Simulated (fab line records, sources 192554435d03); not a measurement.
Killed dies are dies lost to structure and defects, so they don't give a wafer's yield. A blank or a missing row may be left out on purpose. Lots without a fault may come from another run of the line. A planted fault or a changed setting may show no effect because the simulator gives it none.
Which tool did it? | flow n5_finfet | 9 lots, 27 wafers sampled, at 5 steps of a route of 1938

WHAT THE GAUGES READ, wafer by wafer
N5_BEOL_M4_RC_MEAS_101.
lot  | measured     | on        | DIBL_N (mV/V)  | DIBL_P (mV/V)  | IOFF_N (nA/um)    | IOFF_P (nA/um) | ION_N (uA/um) | ION_P (uA/um) | SS_N (mV/dec)  | SS_P (mV/dec)  | VT_N (mV)         | VT_P (mV)
L305 | day 9 18:08  | prober-01 | 35.6 36.1 34.8 | 34.9 36.6 35.5 | 0.137 0.155 0.139 | 0.18 0.22 0.20 | 654 670 670   | 451 462 466   | 71.5 70.7 70.8 | 72.7 72.8 73.3 | 255.4 249.0 249.9 | -251 -249 -250
L306 | day 10 04:53 | prober-02 | 35.7 33.3 36.9 | 35.6 33.7 36.3 | 0.161 0.131 0.187 | 0.20 0.17 0.21 | 671 672 679   | 455 459 455   | 71.8 70.0 71.9 | 72.6 72.1 73.8 | 251.7 255.0 249.4 | -250 -253 -249
L307 | day 10 11:17 | prober-02 | 37.7 37.4 36.4 | 36.6 37.4 35.7 | 0.169 0.162 0.149 | 0.22 0.24 0.21 | 674 676 675   | 460 470 462   | 71.1 71.4 71.5 | 73.6 72.9 73.1 | 249.1 249.4 248.8 | -251 -247 -248
L308 | day 10 17:29 | prober-02 | 35.6 35.1 37.0 | 36.0 35.4 37.4 | 0.159 0.149 0.190 | 0.20 0.19 0.23 | 684 673 678   | 463 459 464   | 71.0 71.8 71.6 | 73.1 72.8 73.9 | 247.0 249.9 246.2 | -251 -251 -249
L311 | day 11 12:26 | prober-02 | 35.3 33.6 34.6 | 35.3 33.2 35.1 | 0.144 0.117 0.140 | 0.19 0.18 0.19 | 664 641 662   | 458 453 454   | 70.8 71.1 71.1 | 73.9 72.3 74.0 | 253.9 256.6 250.2 | -252 -251 -251
L313 | day 11 15:35 | prober-02 | 36.1 35.4 37.2 | 36.2 35.9 38.5 | 0.161 0.151 0.198 | 0.22 0.22 0.26 | 682 681 694   | 473 466 471   | 72.0 71.7 71.3 | 72.8 73.7 72.9 | 248.9 250.4 244.0 | -245 -246 -246
L299 | day 13 19:43 | prober-02 | 35.2 34.6 35.8 | 36.1 35.4 36.3 | 0.172 0.143 0.170 | 0.23 0.23 0.24 | 691 664 680   | 479 471 468   | 71.9 71.3 71.6 | 73.7 73.3 74.1 | 247.3 251.2 250.4 | -247 -246 -246
L317 | day 13 17:08 | prober-01 | 34.9 35.7 36.4 | 34.5 36.9 37.7 | 0.122 0.148 0.163 | 0.17 0.21 0.21 | 666 683 683   | 455 467 465   | 71.1 70.8 71.6 | 73.3 73.6 73.8 | 253.6 250.6 250.1 | -252 -250 -251
L318 | day 13 21:15 | prober-01 | 37.1 35.3 36.2 | 36.8 34.9 36.0 | 0.195 0.147 0.178 | 0.23 0.19 0.22 | 678 672 677   | 461 457 463   | 71.9 71.5 72.2 | 72.9 72.3 72.4 | 247.2 251.9 249.4 | -250 -253 -250

WHICH TOOL RAN EACH LOT (tool, then ch and the chambers of the sampled wafers, then the start)
lot  | N5_BEOL_M1_HM_OPEN_17             | N5_BEOL_M1_ALD_98                 | N5_BEOL_M1_ETCHBACK_99             | N5_BEOL_M1_ETCH_70
L305 | rie_metal-03 ch 0,1, day 8 03:14  | ald_sin-01 ch 0,1,2, day 8 04:13  | rie_diel-05 ch 0,3, day 8 06:53    | rie_diel-05 ch 0,3, day 8 06:56
L306 | rie_metal-02 ch 0,1, day 8 06:03  | ald_sin-03 ch 1,2, day 8 06:56    | rie_diel-05 ch 1,2,3, day 8 13:05  | rie_diel-05 ch 1,2,3, day 8 13:07
L307 | rie_metal-01 ch 0,1, day 8 15:12  | ald_sin-04 ch 0,3, day 8 16:16    | rie_diel-04 ch 0,1,2, day 8 16:28  | rie_diel-04 ch 0,1,2, day 8 16:31
L308 | rie_metal-02 ch 1, day 8 21:48    | ald_sin-04 ch 1,2, day 8 22:41    | rie_diel-05 ch 1,2, day 9 00:40    | rie_diel-05 ch 1,2, day 9 00:42
L311 | rie_metal-03 ch 0,1, day 9 10:28  | ald_sin-04 ch 0,1,3, day 9 12:21  | rie_diel-04 ch 0,3, day 9 18:28    | rie_diel-04 ch 0,3, day 9 18:30
L313 | rie_metal-01 ch 0,1, day 10 00:50 | ald_sin-03 ch 0,3, day 10 01:43   | rie_diel-05 ch 0,3, day 10 03:24   | rie_diel-05 ch 0,3, day 10 03:26
L299 | rie_metal-01 ch 0,1, day 11 04:51 | ald_sin-01 ch 0,1,3, day 11 05:49 | rie_diel-04 ch 0,1,2, day 11 07:47 | rie_diel-04 ch 0,1,2, day 11 07:49
L317 | rie_metal-02 ch 0,1, day 11 09:11 | ald_sin-01 ch 2,3, day 11 10:08   | rie_diel-05 ch 0,1, day 11 10:57   | rie_diel-05 ch 0,1, day 11 10:59
L318 | rie_metal-01 ch 0,1, day 11 17:26 | ald_sin-01 ch 0,2,3, day 11 18:19 | rie_diel-05 ch 0,1,2, day 12 05:47 | rie_diel-05 ch 0,1,2, day 12 05:49
- N5_BEOL_M1_HM_OPEN_17: chemistry Cl2/BCl3, target TiN, target depth 20 nm, overetch 6 nm.
- N5_BEOL_M1_ALD_98: deposits SiO2, target thk 2.5 nm, pulse time 1 s, co reactant pulse time 1 s.
- N5_BEOL_M1_ETCHBACK_99: etches SiO2 in CHF3, target depth 5 nm, time 10.4 s.
- N5_BEOL_M1_ETCH_70: etches SOC in N2/H2, target depth 80 nm, overetch 16 nm, time 120 s.

WHAT THE TOOLS THEMSELVES READ (means of the sampled wafers that have a number; where no wafer has one, the mark that the record gives instead)
N5_BEOL_M1_HM_OPEN_17.
lot  | tool         | drypump_motor_current_A (A) | oes_product_au (a.u.) | throttle_valve_pct (%)
L305 | rie_metal-03 | 5.8                         | 0.54                  | 22.34
L306 | rie_metal-02 | 5.5                         | 0.65                  | 22.22
L307 | rie_metal-01 | 5.8                         | 0.77                  | 22.45
L308 | rie_metal-02 | 5.7                         | 0.81                  | 22.31
L311 | rie_metal-03 | 5.6                         | 0.52                  | 22.23
L313 | rie_metal-01 | 5.4                         | 0.75                  | 22.45
L299 | rie_metal-01 | 5.7                         | 0.75                  | 22.46
L317 | rie_metal-02 | 5.5                         | 0.62                  | 22.24
L318 | rie_metal-01 | 5.4                         | 0.74                  | 22.47

N5_BEOL_M1_ALD_98.
lot  | tool       | heater_power_w (W) | precursor_pulse_height_rel
L305 | ald_sin-01 | 74                 | 0.986
L306 | ald_sin-03 | 74                 | 1.013
L307 | ald_sin-04 | 84                 | 1.001
L308 | ald_sin-04 | 79                 | 0.994
L311 | ald_sin-04 | 83                 | 1.007
L313 | ald_sin-03 | 78                 | 0.987
L299 | ald_sin-01 | 78                 | 0.999
L317 | ald_sin-01 | 70                 | 0.996
L318 | ald_sin-01 | 72                 | 0.996

N5_BEOL_M1_ETCHBACK_99.
lot  | tool        | drypump_motor_current_A (A) | oes_f_703_au (a.u.) | oes_product_au (a.u.) | rf_vpp_V (V) | showerhead_plenum_p_Torr (Torr) | throttle_valve_pct (%)
L305 | rie_diel-05 | 5.2                         | 0.71                | 0.72                  | 244          | 2.13                            | 17.34
L306 | rie_diel-05 | 5.8                         | 0.78                | 0.77                  | 239          | 2.10                            | 17.15
L307 | rie_diel-04 | 5.2                         | 0.79                | 0.80                  | 248          | 2.23                            | 17.09
L308 | rie_diel-05 | 5.8                         | 0.79                | 0.76                  | 234          | 2.08                            | 17.16
L311 | rie_diel-04 | 5.4                         | 0.71                | 0.71                  | 247          | 2.20                            | 17.11
L313 | rie_diel-05 | 5.2                         | 0.80                | 0.82                  | 244          | 2.12                            | 17.23
L299 | rie_diel-04 | 5.2                         | 0.77                | 0.78                  | 247          | 2.23                            | 17.13
L317 | rie_diel-05 | 5.4                         | 0.87                | 0.88                  | 246          | 2.19                            | 17.22
L318 | rie_diel-05 | 5.6                         | 0.81                | 0.81                  | 240          | 2.13                            | 17.22

N5_BEOL_M1_ETCH_70.
lot  | tool        | bias_w (W) | drypump_motor_current_A (A) | oes_product_au (a.u.) | rf_vpp_V (V) | showerhead_plenum_p_Torr (Torr) | temp_c (C) | throttle_valve_pct (%)
L305 | rie_diel-05 | 150.2      | 5.3                         | 0.56                  | 522.1        | 2.49                            | 39.96      | 18.00
L306 | rie_diel-05 | 150.5      | 5.8                         | 0.59                  | 522.9        | 2.48                            | 40.08      | 17.95
L307 | rie_diel-04 | 149.9      | 5.2                         | 0.62                  | 526.2        | 2.63                            | 40.11      | 17.76
L308 | rie_diel-05 | 150.0      | 5.8                         | 0.59                  | 522.7        | 2.48                            | 40.20      | 18.06
L311 | rie_diel-04 | 149.8      | 5.5                         | 0.54                  | 526.2        | 2.60                            | 40.02      | 17.87
L313 | rie_diel-05 | 149.8      | 5.2                         | 0.62                  | 521.6        | 2.48                            | 39.93      | 17.89
L299 | rie_diel-04 | 150.1      | 5.2                         | 0.60                  | 526.0        | 2.62                            | 40.04      | 17.79
L317 | rie_diel-05 | 153.1      | 5.4                         | 0.67                  | 530.9        | 2.61                            | 40.10      | 18.25
L318 | rie_diel-05 | 152.6      | 5.6                         | 0.62                  | 529.4        | 2.54                            | 39.90      | 18.18

THE ANSWER, worked out from the rows above alone
Rule: what is usual is taken from the lots themselves. Put in order of their means at a reading, lots are off if they are a third of the lots or fewer, leave a main group of 4 or more, and stand apart from it by a gap of 3 or more times the standard deviation of the main group's means; of several such gaps the widest counts. A main group whose means are all the same, to the digits that the tables above print for the reading, isn't used. A lot without any number at a reading at which 4 lots or more have one is off too. The other lots that the step has rows for count as sound. The gauges are gone through in route order, then the tools' own readings, and for those a lot's mean is taken as printed above. The first step at which some lot is off is used, and at that step the reading that is off furthest; a lot without a number counts as furthest.
Off: L317, L318, at N5_BEOL_M1_ETCH_70 (bias_w). The main group: mean 150.0 W, standard deviation 0.23.
A tool fits if, at that step or a process step before it, it ran every lot that is off, and no sound lot after the first of them. Can't be told from this: 2 tools fit, ald_sin-01 at N5_BEOL_M1_ALD_98, rie_diel-05 at N5_BEOL_M1_ETCHBACK_99 and N5_BEOL_M1_ETCH_70.

WHAT THE SIMULATOR HAD PUT IN
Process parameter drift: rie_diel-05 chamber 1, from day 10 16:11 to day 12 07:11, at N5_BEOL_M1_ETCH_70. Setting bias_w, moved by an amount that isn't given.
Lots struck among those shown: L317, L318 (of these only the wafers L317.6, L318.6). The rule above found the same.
